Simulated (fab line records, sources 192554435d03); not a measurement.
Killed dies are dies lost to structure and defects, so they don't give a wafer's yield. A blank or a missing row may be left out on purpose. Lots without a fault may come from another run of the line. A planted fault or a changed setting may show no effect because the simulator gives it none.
fab line records | flow n5_finfet
record lots=11 wafers=31 last_day=21
route steps=1938 shown BEOL_M12@1614 PASSIVATION@1936
lots that met no fault: from a run of the same line without faults
start_h: hours from the record's first day to the start of the lot's first wafer shown | wait_h: hours since the lot's step before | " the same as in the row above | L1.1+2: a row that stands for several wafers | - no value, or no start given | * or withheld: withheld | < > ~ a bound
route shown NAME@n: a module of which the file shows steps, and the number in the route of the first | usual: mean/standard deviation of fault-free wafers | same: alike in all rows | chamber/n: place in a boat | sites: the reading at each site | _std_site: their standard deviation | _edge_site: outer sites' mean less inner sites' | radius_mm: how far each site lies from the wafer's centre | mask NAME#n: copy n | behind: the tool/chamber that last shaped the wafer | hold: why the lot was held/for how many hours/how that ended | device: the transistor (n, p or np) that didn't switch | end of line: the same wafers' tests at the end of the route | a step without rows: its recipe alone | killed: dies lost to structure and defects at the first sort, not the wafer's yield | map: a wafer's dies, x killed, . not, _ none there
set.NAME: the setting as run; set.NAME@STEP: as run at that earlier step | model.NAME: the simulator's own value behind a step, which no gauge read
steps of the route over a sample of lots; a table a step, a row a wafer
services: from which hour (start_h, from the record's first day; less than 0 if before it) a tool's chamber was out of use, for how many hours, and why
## steps
# step N5_BEOL_M12_INSPECT_12
# recipe mode=adi inspect_instrument=macro
# usual raw_defect_count=2/1.5
# columns lot.wafer tool chamber start_h wait_h raw_defect_count
L630.2 defect_inspect-02 - 334.24 0.0 2
L630.5 " - " " 1
L630.6 " - " " 1
L628.3 defect_inspect-02 - 339.53 0.0 3
L628.4 " - " " 0
L628.5 " - " " 2
L633.2 defect_inspect-01 - 349.78 0.0 0
L633.3 " - " " 2
L633.4 " - " " 2
L635.1 defect_inspect-01 - 363.26 0.0 0
L635.2 " - " " 2
L635.6 " - " " 2
L636.1 defect_inspect-02 - 374.39 0.0 4
L636.3 " - " " 3
L636.6 " - " " 6
L640.3 defect_inspect-02 - 390.36 0.0 0
L640.5 " - " " 3
L640.6 " - " " 2
L643.1 defect_inspect-01 - 404.48 0.0 3
L643.2 " - " " 1
L643.5 " - " " 2
L644.2 defect_inspect-02 - 421.36 0.0 2
L644.6 " - " " 2
L642.1 defect_inspect-01 - 422.02 0.0 4
L642.5 " - " " 3
L642.6 " - " " 3
L647.3 defect_inspect-02 - 437.23 0.0 5
L647.6 " - " " 4
L649.1 defect_inspect-02 - 454.90 0.0 2
L649.3 " - " " 5
L649.6 " - " " 4
# step N5_BEOL_M12_DESCUM_15
# recipe chemistry=O2 time_s=7.9 source_power_w=50 bias_power_w=20 pressure_mtorr=20 rf_frequency_hz=2.712e+07 temp_c=40 o2_flow_sccm=225
# usual drypump_motor_current_A=6.0/0.39 oes_product_au=0.79/0.066 rf_vpp_V=243.7/1.3 showerhead_plenum_p_Torr=2.13/0.066 throttle_valve_pct=20.37/0.2
# columns lot.wafer tool chamber start_h wait_h drypump_motor_current_A oes_product_au rf_hours_counter_h rf_vpp_V showerhead_plenum_p_Torr throttle_valve_pct
L630.2 rie_diel-05 0 334.28 0.0 5.7 0.76 115 245.4 2.20 20.17
L630.5 " 1 " " 6.2 0.85 - 247.1 2.21 20.63
L630.6 " 0 " " 5.7 0.75 - 243.5 2.19 20.16
L628.3 rie_diel-05 1 339.56 0.0 6.2 0.83 80 246.2 2.21 20.64
L628.4 " 0 " " 5.7 0.74 117 246.3 2.19 20.16
L628.5 " 0 " " 5.7 0.75 - 244.2 2.19 20.16
L633.2 rie_diel-04 3 350.23 0.5 5.6 0.93 16 244.4 2.13 20.10
L633.3 " 2 " " 5.7 0.74 161 242.9 2.06 20.25
L633.4 " 3 " " 5.7 0.93 - 244.3 2.13 20.12
L635.1 rie_diel-01 3 363.33 0.1 6.4 0.69 243 241.4 2.07 20.33
L635.2 " 0 " " 6.2 0.75 150 244.0 2.18 20.39
L635.6 " 3 " " 6.4 0.68 - 243.4 2.07 20.32
L636.1 rie_diel-01 1 374.52 0.1 5.9 0.87 47 242.2 2.06 20.64
L636.3 " 3 " " 6.5 0.69 248 243.2 2.07 20.34
L636.6 " 3 " " 6.4 0.69 - 242.5 2.07 20.34
L640.3 rie_diel-05 0 390.40 0.0 5.7 0.73 137 245.0 2.19 20.20
L640.5 " 0 " " 5.7 0.73 - 243.5 2.19 20.20
L640.6 " 3 " " 6.7 0.78 - 245.3 2.22 20.51
L643.1 rie_diel-01 2 404.65 0.2 5.5 0.92 15 242.7 2.04 19.96
L643.2 " 0 " " 6.2 0.74 174 244.6 2.17 20.44
L643.5 " 1 " " 5.9 0.84 - 240.7 2.06 20.66
L644.2 rie_diel-04 3 421.39 0.0 5.7 0.89 40 243.0 2.12 20.15
L644.6 " 1 " " 6.3 0.84 - 244.3 2.12 20.54
L642.1 rie_diel-05 2 422.06 0.0 5.8 0.77 138 244.1 2.07 20.18
L642.5 " 0 " " 5.7 0.73 - 244.6 2.18 20.22
L642.6 " 3 " " 6.7 0.77 - 244.5 2.22 20.54
L647.3 rie_diel-04 1 437.27 0.0 6.3 0.83 100 243.2 2.12 20.58
L647.6 " 3 " " 5.7 0.86 - 243.1 2.12 20.16
L649.1 rie_diel-04 1 454.99 0.1 6.2 0.82 106 244.3 2.12 20.56
L649.3 " 3 " " 5.6 0.86 53 243.8 2.12 20.18
L649.6 " 2 " " 5.7 0.72 - 243.4 2.05 20.27
# step N5_BEOL_M12_VIA_ETCH_16
# recipe chemistry=C4F8/O2/Ar target=SiOC pressure_mtorr=30 source_w=3000 bias_w=700 Ar_flow_sccm=400 C4F8_flow_sccm=15 O2_flow_sccm=8 he_inner_torr=15 he_outer_torr=30 target_depth_a=7248 time_s=withheld ion_energy_ev=250 ends=cleared
# usual drypump_motor_current_A=6.0/0.39 mfc_ar_sccm=400.1/1.2 oes_product_au=0.71/0.06 rf_vpp_V=667.0/2.7 showerhead_plenum_p_Torr=3.47/0.11 throttle_valve_pct=24.12/0.21
# columns lot.wafer tool chamber start_h wait_h drypump_motor_current_A mfc_ar_sccm oes_product_au rf_vpp_V showerhead_plenum_p_Torr throttle_valve_pct
L630.2 rie_diel-05 0 334.36 0.0 5.7 401.1 0.68 670.5 3.57 23.93
L630.5 " 1 " " 6.2 399.9 0.76 672.1 3.58 24.34
L630.6 " 0 " " 5.7 400.3 0.67 670.6 3.57 23.95
L628.3 rie_diel-05 1 339.65 0.0 6.2 399.9 0.75 670.7 3.58 24.36
L628.4 " 0 " " 5.7 400.3 0.68 669.7 3.57 23.94
L628.5 " 0 " " 5.7 399.9 0.67 669.7 3.57 23.93
L633.2 rie_diel-04 3 350.32 0.0 5.7 399.9 0.85 666.7 3.44 23.77
L633.3 " 2 " " 5.7 398.2 0.68 664.5 3.40 24.10
L633.4 " 3 " " 5.7 402.6 0.85 667.1 3.44 23.76
L635.1 rie_diel-01 3 363.42 0.0 6.4 399.8 0.61 664.1 3.35 23.88
L635.2 " 0 " " 6.2 398.6 0.68 669.8 3.59 24.38
L635.6 " 3 " " 6.5 399.6 0.61 664.8 3.35 23.89
L636.1 rie_diel-01 1 374.61 0.0 5.9 402.1 0.79 663.2 3.31 24.07
L636.3 " 3 " " 6.4 399.9 0.61 665.5 3.34 23.89
L636.6 " 3 " " 6.4 399.1 0.61 664.1 3.34 23.89
L640.3 rie_diel-05 0 390.49 0.0 5.7 400.6 0.66 669.6 3.56 23.97
L640.5 " 0 " " 5.7 399.4 0.66 667.9 3.56 23.97
L640.6 " 3 " " 6.7 400.5 0.70 670.0 3.60 24.23
L643.1 rie_diel-01 2 404.73 0.0 5.6 399.4 0.83 665.1 3.36 23.81
L643.2 " 0 " " 6.2 399.6 0.66 668.0 3.58 24.42
L643.5 " 1 " " 5.9 400.9 0.76 663.2 3.30 24.09
L644.2 rie_diel-04 3 421.48 0.0 5.7 398.0 0.79 666.8 3.43 23.80
L644.6 " 1 " " 6.3 402.2 0.75 666.5 3.47 24.45
L642.1 rie_diel-05 2 422.15 0.0 5.7 398.8 0.69 666.0 3.40 24.00
L642.5 " 0 " " 5.7 400.7 0.65 668.4 3.56 23.99
L642.6 " 3 " " 6.8 398.8 0.69 670.1 3.59 24.25
L647.3 rie_diel-04 1 437.35 0.0 6.3 400.5 0.74 667.8 3.47 24.46
L647.6 " 3 " " 5.7 398.7 0.78 665.6 3.43 23.79
L649.1 rie_diel-04 1 455.08 0.0 6.3 400.2 0.73 664.7 3.47 24.46
L649.3 " 3 " " 5.7 400.9 0.78 667.3 3.42 23.81
L649.6 " 2 " " 5.7 399.3 0.64 664.7 3.38 24.15
# step N5_BEOL_M12_STRIP_71
# recipe chemistry=post_etch_residue_remover time_s=60 temp_c=25 remover_ph=withheld remover_water_wt_pct=withheld remover_fluoride_wt_pct=withheld
# columns lot.wafer tool chamber start_h wait_h
L630.2+5+6 wet_bench-01 6,7,2 334.71 0.1
L628.3+4+5 wet_bench-01 3,1,0 339.99 0.0
L633.2+3+4 wet_bench-01 1,6,3 350.67 0.1
L635.1+2+6 wet_bench-04 0,1,7 363.76 0.1
L636.1+3+6 wet_bench-04 7,6,1 374.96 0.1
L640.3+5+6 wet_bench-01 7,2,0 390.83 0.0
L643.1+2+5 wet_bench-06 2,5,3 405.08 0.1
L644.2+6 wet_bench-04 1,0 421.83 0.1
L642.1+5+6 wet_bench-01 0,1,3 422.49 0.1
L647.3+6 wet_bench-06 4,0 437.70 0.0
L649.1+3+6 wet_bench-04 4,1,6 455.54 0.1
# step N5_BEOL_M12_INSPECT_30
# recipe mode=adi inspect_instrument=macro
# usual raw_defect_count=2.0/1.6
# columns lot.wafer tool chamber start_h wait_h raw_defect_count
L630.2 defect_inspect-02 - 335.15 0.0 3
L630.5 " - " " 4
L630.6 " - " " 2
L628.3 defect_inspect-02 - 340.56 0.0 1
L628.4 " - " " 4
L628.5 " - " " 1
L633.2 defect_inspect-01 - 351.11 0.0 1
L633.3 " - " " 0
L633.4 " - " " 0
L635.1 defect_inspect-01 - 364.20 0.0 4
L635.2 " - " " 2
L635.6 " - " " 3
L636.1 defect_inspect-01 - 375.52 0.0 1
L636.3 " - " " 0
L636.6 " - " " 5
L640.3 defect_inspect-01 - 391.27 0.0 >300
L640.5 " - " " >300
L640.6 " - " " >300
L643.1 defect_inspect-02 - 405.52 0.0 1
L643.2 " - " " 3
L643.5 " - " " 2
L644.2 defect_inspect-02 - 422.27 0.0 1
L644.6 " - " " 4
L642.1 defect_inspect-02 - 423.06 0.0 >300
L642.5 " - " " >300
L642.6 " - " " >300
L647.3 defect_inspect-01 - 438.28 0.0 1
L647.6 " - " " 3
L649.1 defect_inspect-01 - 455.98 0.0 1
L649.3 " - " " 4
L649.6 " - " " 0
# step N5_PASSIVATION_PROBE_49
# usual defect_limited_yield=91.1/1.4 killed_at_M0_to_M3=34/9.6 killed_at_M4_up=15/5.3 killed_at_contacts=12/6.1 killed_at_front_end=40/11 killed_at_other=3.5/2.8 killed_dies=105/17 killed_on_rim=14/4.3 killed_open=70/12 killed_short=34/7.7 sort_bin_4_leakage=0.01/0.07 sort_bin_5_function=5.2/0.97 sort_bin_6_memory=3.4/0.62 sort_n_pass=1075/17 sort_yield_pct=91.1/1.4
# same gross_dies=1180 killed_at_back_side=0 sort_bin_8_speed[%]=0
# columns lot.wafer tool chamber start_h wait_h defect_limited_yield[%] killed_at_M0_to_M3 killed_at_M4_up killed_at_contacts killed_at_front_end killed_at_other killed_dies killed_on_rim killed_open killed_short sort_bin_4_leakage[%] sort_bin_5_function[%] sort_bin_6_memory[%] sort_n_pass sort_yield_pct[%]
L630.2 prober-02 - 377.49 0.1 90.0 28 27 11 51 1 118 11 75 34 0.08 5.4 4.2 1061 89.9
L630.5 prober-02 - 377.64 0.2 91.4 41 14 12 31 3 101 12 56 40 0 5.1 2.9 1079 91.4
L630.6 prober-02 - 377.69 0.3 87.7 34 18 26 64 3 145 17 95 40 0 7.1 4.2 1035 87.7
L628.3 prober-02 - 384.88 0.1 92.6 29 13 14 28 3 87 15 59 27 0 4.9 2.3 1093 92.6
L628.4 prober-02 - 384.93 0.2 90.6 38 20 10 42 1 111 16 68 40 0 5.4 3.7 1069 90.6
L628.5 prober-02 - 384.98 0.2 90.8 42 12 16 38 1 109 17 71 37 0 4.9 3.7 1071 90.8
L633.2 prober-01 - 403.44 0.1 91.6 28 13 21 36 1 99 13 65 34 0 4.9 3.1 1081 91.6
L633.3 prober-01 - 403.49 0.1 89.5 38 18 13 53 2 124 15 83 41 0.08 5.9 4.0 1055 89.4
L633.4 prober-01 - 403.54 0.2 91.6 41 11 11 36 0 99 11 60 39 0 4.8 3.1 1081 91.6
L635.1 prober-02 - 407.84 0.0 92.2 35 12 12 31 2 92 9 58 31 0 4.2 3.3 1088 92.2
L635.2 prober-02 - 407.89 0.1 91.8 39 18 11 27 2 97 9 63 32 0 5.6 2.4 1083 91.8
L635.6 prober-02 - 408.09 0.3 89.5 48 16 12 43 5 124 14 74 42 0 6.5 3.3 1056 89.5
L636.1 prober-02 - 413.05 0.0 91.9 22 8 15 48 2 95 8 66 28 0 3.6 4.2 1085 91.9
L636.3 prober-02 - 413.15 0.1 92.4 28 11 14 32 5 90 11 60 30 0 5.1 2.3 1090 92.4
L636.6 prober-02 - 413.30 0.3 88.8 45 16 16 55 0 132 20 87 45 0 6.8 4.2 1048 88.8
L640.3 prober-01 - 433.54 0.1 82.0 31 130 17 29 5 212 37 71 31 0 10.0 3.8 968 82.0
L640.5 prober-01 - 433.64 0.2 78.2 39 168 12 36 2 257 14 67 33 0 11.8 5.1 923 78.2
L640.6 prober-01 - 433.69 0.3 80.3 30 169 19 14 0 232 31 57 24 0 11.6 3.8 948 80.3
L644.2 prober-01 - 456.98 0.1 91.9 29 10 12 39 6 96 20 49 46 0 4.7 3.3 1084 91.9
L644.6 prober-01 - 457.18 0.3 91.4 32 18 9 36 6 101 16 67 34 0 5.4 3.0 1079 91.4
L642.1 prober-02 - 462.14 0.0 77.9 30 164 3 64 0 261 42 61 33 0 12.2 4.2 919 77.9
L642.5 prober-02 - 462.34 0.2 74.8 43 183 7 63 1 297 23 102 37 0 16.5 4.8 883 74.8
L642.6 prober-02 - 462.39 0.3 85.9 34 93 5 34 0 166 26 66 25 0.08 8.5 2.7 1013 85.8
L647.3 prober-01 - 480.44 0.1 89.4 43 13 12 55 2 125 18 84 41 0 5.3 5.2 1055 89.4
L647.6 prober-01 - 480.59 0.3 89.2 37 16 17 55 3 128 25 86 41 0 6.7 3.7 1052 89.2
L649.1 prober-01 - 500.48 0.0 90.9 25 22 13 40 7 107 16 71 36 0 5.6 3.2 1073 90.9
L649.3 prober-01 - 500.58 0.1 91.6 34 12 16 37 0 99 11 70 29 0 4.9 3.3 1081 91.6
L649.6 prober-01 - 500.73 0.3 90.6 18 17 24 48 4 111 16 74 37 0 4.3 4.7 1069 90.6
# killed by level:class
L630.2 STI_FIN_REVEAL:geometric_particle:open=22 BEOL_M4:geometric_particle:open=15 BEOL_M2:geometric_particle:open=8 MOL_CONTACT_COAG:geometric_particle:open=7 GATE_CUT:geometric_particle:short=6 BEOL_M0_SAQP:geometric_particle:open=6 STARTING-WAFER:geometric_particle:short=5 GATE_CUT:geometric_particle:open=4
L630.5 BEOL_M0_SAQP:geometric_particle:short=13 BEOL_M0_SAQP:geometric_particle:open=12 MOL_CONTACT_COAG:geometric_particle:open=8 FIN_SAQP:geometric_particle:short=7 BEOL_M4:geometric_particle:open=6 STI_FIN_REVEAL:geometric_particle:open=5 GATE_CUT:geometric_particle:short=5 FIN_SAQP:geometric_particle:open=4
L630.6 STI_FIN_REVEAL:geometric_particle:open=37 MOL_CONTACT_COAG:geometric_particle:open=13 MOL_CONTACT_COAG:geometric_particle:short=12 BEOL_M2:geometric_particle:open=9 BEOL_M0_SAQP:geometric_particle:open=8 BEOL_M4:geometric_particle:open=8 BEOL_M0_SAQP:geometric_particle:short=7 HKMG_FIN:area_etch=7
L628.3 MOL_CONTACT_COAG:geometric_particle:open=8 BEOL_M0_SAQP:geometric_particle:short=8 FIN_SAQP:geometric_particle:open=7 BEOL_M0_SAQP:geometric_particle:open=7 DUMMY_GATE:geometric_particle:open=6 MOL_CONTACT_COAG:geometric_particle:short=6 BEOL_M4:geometric_particle:open=6 BEOL_M0:geometric_particle:open=5
L628.4 FIN_SAQP:geometric_particle:open=13 BEOL_M3:geometric_particle:open=10 FIN_SAQP:geometric_particle:short=8 BEOL_M4:geometric_particle:open=8 BEOL_M0_SAQP:geometric_particle:short=8 MOL_CONTACT_COAG:geometric_particle:open=6 BEOL_M0_SAQP:geometric_particle:open=6 BEOL_M1:geometric_particle:open=6
L628.5 BEOL_M0_SAQP:geometric_particle:open=16 BEOL_M0_SAQP:geometric_particle:short=15 FIN_SAQP:geometric_particle:open=14 MOL_CONTACT_COAG:geometric_particle:open=13 FIN_SAQP:geometric_particle:short=9 BEOL_M4:geometric_particle:open=7 FIN_CUT:geometric_particle:open=4 MOL_CONTACT_COAG:geometric_particle:short=3
L633.2 MOL_CONTACT_COAG:geometric_particle:open=16 FIN_SAQP:geometric_particle:open=10 FIN_SAQP:geometric_particle:short=9 BEOL_M1:geometric_particle:open=6 BEOL_M2:geometric_particle:open=6 BEOL_M4:geometric_particle:open=6 MOL_CONTACT_COAG:geometric_particle:short=5 BEOL_M3:geometric_particle:short=5
L633.3 FIN_SAQP:geometric_particle:open=16 BEOL_M0_SAQP:geometric_particle:short=11 MOL_CONTACT_COAG:geometric_particle:open=10 BEOL_M0_SAQP:geometric_particle:open=9 BEOL_M4:geometric_particle:open=9 FIN_SAQP:geometric_particle:short=8 STI_FIN_REVEAL:geometric_particle:open=7 BEOL_M1:geometric_particle:open=5
L633.4 FIN_SAQP:geometric_particle:open=15 BEOL_M0_SAQP:geometric_particle:short=12 MOL_CONTACT_COAG:geometric_particle:open=9 FIN_SAQP:geometric_particle:short=8 BEOL_M3:geometric_particle:open=8 BEOL_M0_SAQP:geometric_particle:open=6 BEOL_M4:geometric_particle:open=6 BEOL_M1:geometric_particle:open=4
L635.1 MOL_CONTACT_COAG:geometric_particle:open=8 BEOL_M0_SAQP:geometric_particle:short=7 BEOL_M2:geometric_particle:open=7 BEOL_M3:geometric_particle:open=6 GATE_CUT:geometric_particle:short=6 BEOL_M0_SAQP:geometric_particle:open=5 BEOL_M4:geometric_particle:open=5 FIN_SAQP:geometric_particle:open=4
L635.2 BEOL_M0_SAQP:geometric_particle:open=13 MOL_CONTACT_COAG:geometric_particle:open=10 BEOL_M4:geometric_particle:open=9 BEOL_M0_SAQP:geometric_particle:short=8 BEOL_M2:geometric_particle:open=6 DUMMY_GATE:geometric_particle:open=5 FIN_SAQP:geometric_particle:short=4 BEOL_M1:geometric_particle:open=4
L635.6 BEOL_M2:geometric_particle:open=12 FIN_SAQP:geometric_particle:short=11 BEOL_M1:geometric_particle:open=10 MOL_CONTACT_COAG:geometric_particle:open=9 BEOL_M0_SAQP:geometric_particle:open=9 BEOL_M0_SAQP:geometric_particle:short=7 HKMG_FIN:area_etch=7 BEOL_M4:geometric_particle:open=6
L636.1 STI_FIN_REVEAL:geometric_particle:open=14 FIN_SAQP:geometric_particle:open=10 MOL_CONTACT_COAG:geometric_particle:open=10 BEOL_M0_SAQP:geometric_particle:open=9 BEOL_M0_SAQP:geometric_particle:short=6 ILD0:geometric_particle:short=5 MOL_CONTACT_COAG:geometric_particle:short=5 GATE_CUT:geometric_particle:short=4
L636.3 MOL_CONTACT_COAG:geometric_particle:open=10 BEOL_M0_SAQP:geometric_particle:open=10 FIN_SAQP:geometric_particle:open=8 BEOL_M0_SAQP:geometric_particle:short=8 STI_FIN_REVEAL:geometric_particle:open=7 BEOL_M4:geometric_particle:open=6 BEOL_M1:geometric_particle:open=5 STARTING-WAFER:geometric_particle:short=5
L636.6 BEOL_M0_SAQP:geometric_particle:open=18 FIN_SAQP:geometric_particle:open=13 FIN_SAQP:geometric_particle:short=11 STI_FIN_REVEAL:geometric_particle:open=11 MOL_CONTACT_COAG:geometric_particle:open=10 BEOL_M0_SAQP:geometric_particle:short=9 BEOL_M4:geometric_particle:open=8 MOL_CONTACT_COAG:geometric_particle:short=6
L640.3 BEOL_M12:unspecified=109 STI_FIN_REVEAL:geometric_particle:open=13 MOL_CONTACT_COAG:geometric_particle:open=13 BEOL_M4:geometric_particle:open=13 BEOL_M3:geometric_particle:open=11 BEOL_M0_SAQP:geometric_particle:short=7 GATE_CUT:geometric_particle:short=6 BEOL_M2:geometric_particle:open=6
L640.5 BEOL_M12:unspecified=157 BEOL_M3:geometric_particle:open=14 BEOL_M2:geometric_particle:open=9 GATE_CUT:geometric_particle:short=8 MOL_CONTACT_COAG:geometric_particle:open=8 GATE_CUT:geometric_particle:open=6 BEOL_M0_SAQP:geometric_particle:open=6 BEOL_M4:geometric_particle:open=6
L640.6 BEOL_M12:unspecified=151 MOL_CONTACT_COAG:geometric_particle:open=13 BEOL_M3:geometric_particle:open=11 BEOL_M2:geometric_particle:open=7 BEOL_M4:geometric_particle:open=7 MOL_CONTACT_COAG:geometric_particle:short=6 BEOL_M5:geometric_particle:open=4 STI_FIN_REVEAL:geometric_particle:open=3
L644.2 BEOL_M0_SAQP:geometric_particle:short=15 FIN_SAQP:geometric_particle:short=10 MOL_CONTACT_COAG:geometric_particle:open=8 BEOL_M0_SAQP:geometric_particle:open=7 STI_FIN_REVEAL:geometric_particle:open=6 STARTING-WAFER:geometric_particle:short=5 FIN_SAQP:geometric_particle:open=4 MOL_CONTACT_COAG:geometric_particle:short=4
L644.6 MOL_CONTACT_COAG:geometric_particle:open=9 BEOL_M2:geometric_particle:open=9 BEOL_M4:geometric_particle:open=9 FIN_SAQP:geometric_particle:short=7 STI_FIN_REVEAL:geometric_particle:open=6 BEOL_M0_SAQP:geometric_particle:short=6 FIN_SAQP:geometric_particle:open=5 BEOL_M3:geometric_particle:short=5
L642.1 BEOL_M12:unspecified=147 HKMG_FIN:area_etch=19 FIN_SAQP:geometric_particle:open=14 STI_FIN_REVEAL:geometric_particle:open=9 FIN_SAQP:geometric_particle:short=6 BEOL_M0_SAQP:geometric_particle:open=6 BEOL_M4:geometric_particle:open=6 BEOL_M2:geometric_particle:short=5
L642.5 BEOL_M12:unspecified=158 STI_FIN_REVEAL:geometric_particle:open=28 BEOL_M3:geometric_particle:open=15 BEOL_M4:geometric_particle:open=13 FIN_SAQP:geometric_particle:open=10 STI_FIN_REVEAL:geometric_particle:short=10 MOL_CONTACT_COAG:geometric_particle:open=6 BEOL_M1:geometric_particle:open=6
L642.6 BEOL_M12:unspecified=71 STI_FIN_REVEAL:geometric_particle:open=11 BEOL_M3:geometric_particle:open=11 BEOL_M4:geometric_particle:open=11 BEOL_M3:geometric_particle:short=6 FIN_SAQP:geometric_particle:short=5 BEOL_M0_SAQP:geometric_particle:short=5 DUMMY_GATE:geometric_particle:open=4
L647.3 STI_FIN_REVEAL:geometric_particle:open=13 MOL_CONTACT_COAG:geometric_particle:open=12 BEOL_M2:geometric_particle:open=12 FIN_SAQP:geometric_particle:short=9 BEOL_M0_SAQP:geometric_particle:open=8 BEOL_M0_SAQP:geometric_particle:short=8 BEOL_M4:geometric_particle:open=8 FIN_SAQP:geometric_particle:open=7
L647.6 FIN_SAQP:geometric_particle:open=19 FIN_SAQP:geometric_particle:short=15 MOL_CONTACT_COAG:geometric_particle:open=13 BEOL_M0_SAQP:geometric_particle:open=10 BEOL_M2:geometric_particle:open=9 STARTING-WAFER:geometric_particle:open=6 MOL_CONTACT_COAG:geometric_particle:short=4 BEOL_M0:geometric_particle:open=4
L649.1 BEOL_M4:geometric_particle:open=10 FIN_SAQP:geometric_particle:open=9 MOL_CONTACT_COAG:geometric_particle:open=9 BEOL_M3:geometric_particle:open=9 STI_FIN_REVEAL:geometric_particle:open=7 FIN_SAQP:geometric_particle:short=5 GATE_CUT:geometric_particle:short=4 MOL_CONTACT_COAG:geometric_particle:short=4
L649.3 MOL_CONTACT_COAG:geometric_particle:open=15 STI_FIN_REVEAL:geometric_particle:open=9 BEOL_M3:geometric_particle:open=9 BEOL_M1:geometric_particle:open=6 BEOL_M2:geometric_particle:open=6 ILD0:geometric_particle:short=5 GATE_CUT:geometric_particle:short=4 BEOL_M0_SAQP:geometric_particle:open=4
L649.6 MOL_CONTACT_COAG:geometric_particle:open=19 STI_FIN_REVEAL:geometric_particle:open=12 FIN_SAQP:geometric_particle:open=10 BEOL_M4:geometric_particle:open=5 GATE_CUT:geometric_particle:short=5 MOL_CONTACT_COAG:geometric_particle:short=5 STARTING-WAFER:geometric_particle:short=5 FIN_CUT:geometric_particle:open=4
## services
# columns tool chamber start_h hours kind
rie_diel-01 1 310.36 2.1 repair
rie_diel-04 2 339.41 7.8 repair
rie_diel-01 2 354.43 - clean
rie_diel-01 2 354.43 - consumable_replace:focus_ring
rie_diel-01 2 354.43 23.2 scheduled_down
rie_diel-01 2 354.43 23.2 vent_cycle
rie_diel-05 0 359.21 8.0 repair
wet_bench-01 - 370.85 1.7 repair
rie_diel-01 3 377.91 - clean
rie_diel-01 3 377.91 - consumable_replace:focus_ring
rie_diel-01 3 377.91 30.8 scheduled_down
rie_diel-01 3 377.91 30.8 vent_cycle
rie_diel-05 - 410.63 0.9 repair
rie_diel-01 3 432.33 4.8 repair
rie_diel-05 1 452.35 1.3 repair
## key
first_sign step=N5_BEOL_M12_INSPECT_30 reading=raw_defect_count direction=up sigmas=99+ usual=2.0 struck=>300
effect step=N5_PASSIVATION_PROBE_49 reading=killed_at_M4_up direction=up sigmas=26 usual=15 struck=151
more_kills_born_at N5_BEOL_M12_STRIP_71@wet_bench-01=793
met_at N5_BEOL_M12_STRIP_71
struck_lots L640,L642
baseline_loss step=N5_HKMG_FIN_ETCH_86 wafers=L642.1
not_acting_at N5_BEOL_M12_INSPECT_12,N5_BEOL_M12_DESCUM_15,N5_BEOL_M12_VIA_ETCH_16
onset_between 350.67 390.83
fault kind=chamber_particle_source tool=wet_bench-01 chamber=- onset_h=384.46 steps=N5_BEOL_M12_STRIP_71 rate_per_visit_cm2=2.1819 end_h=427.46
# baseline_loss: these wafers lose ten dies or more at that step, a loss of the line's own and not of a fault; the sort's usual values leave them out
